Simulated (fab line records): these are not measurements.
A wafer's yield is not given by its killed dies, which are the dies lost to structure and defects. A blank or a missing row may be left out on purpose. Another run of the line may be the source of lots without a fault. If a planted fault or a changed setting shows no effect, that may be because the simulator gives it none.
Problem report in the 8D (eight disciplines) form, filled by code / flow nand-harc / the parts of the form that need people (team, actions taken, sign-off) are left out

1. WHAT WENT WRONG
killed-at-array at NHARC_END_SORT_01 reads a mean of 672 on 6 wafers of 2 lots; wafers without a fault read 51 with a standard deviation of 18. Measured from the usual mean, that is +35 standard deviations.
First seen on wafer L321.1, day 29 10:55, on prober-02. The record has a number at this step for 6 wafers belonging to 2 lots. Rule for "out", or "out of limits": more than 4 standard deviations from the usual mean. Any other wafer with a number is counted as sound.

2. WHAT IT IS; WHAT IT IS NOT
question=which readings at this step; is=killed-at-array, killed-dies; is not=killed-at-other, killed-at-periphery, killed-open, killed-short
question=which lots; is=L320, L321; is not=-
question=which wafers of those lots; is=all that have a number; is not=-
question=read on which gauges; is=prober-01, prober-02; is not=-
question=when; is=from day 29 10:55; is not=up to then (0 sound wafers)

3. SUSPECTS, AND WHAT RULES EACH OUT
Counting: a tool at a process step up to the reading stays a suspect if it ran every lot that is out and no sound lot after the first of them.
- the gauge at NHARC_END_SORT_01 is ruled out. 2 gauges (prober-01, prober-02) read the wafers that are out.
- pvd-sputter-03 at NHARC_A_BLC_PVD_32 (deposits Ti, target thk 5 nm, time 17.7 s): kept. It ran every lot that is out, first L320 (day 27 15:41), and no sound lot after that.
Left after counting: pvd-sputter-03 at NHARC_A_BLC_PVD_32.

4. THE CAUSE (what the simulator had put in)
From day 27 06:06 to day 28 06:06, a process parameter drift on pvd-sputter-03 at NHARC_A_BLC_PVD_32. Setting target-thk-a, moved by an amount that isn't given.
After counting, this tool was the only one left.

5. THE CHAIN OF EFFECTS, in route order
Rows list readings where the struck wafers' mean (over those with a number) sits beyond 3 standard deviations from the usual. Readings are gone through only where the record gives a usual standard deviation; hours: the median, over the lots, of the time from a lot's start at the first step in this table giving one to that lot's start at this step; sigmas: the change measured in usual standard deviations.
hours=0; step=NHARC_END_SORT_01; reading=killed-at-array; usual=51; on struck wafers=672; change=+622; sigmas=+35
hours=0; step=NHARC_END_SORT_01; reading=killed-dies; usual=55; on struck wafers=677; change=+622; sigmas=+33

6. HOW IT WOULD HAVE BEEN CAUGHT EARLIER
The first out-of-limits reading at a measuring or inspecting step in this record came at day 29 10:55, 53 hours after the fault's start at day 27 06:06.
Of the tool readings at NHARC_A_BLC_PVD_32 for which the record gives a usual standard deviation, none was out on any struck wafer, so an alarm limit of 4 standard deviations on them would not have fired.
All the lots that are out (2) had begun NHARC_A_BLC_PVD_32 on pvd-sputter-03 by day 29 10:55. None of them would have been spared by holding the tool at that moment.
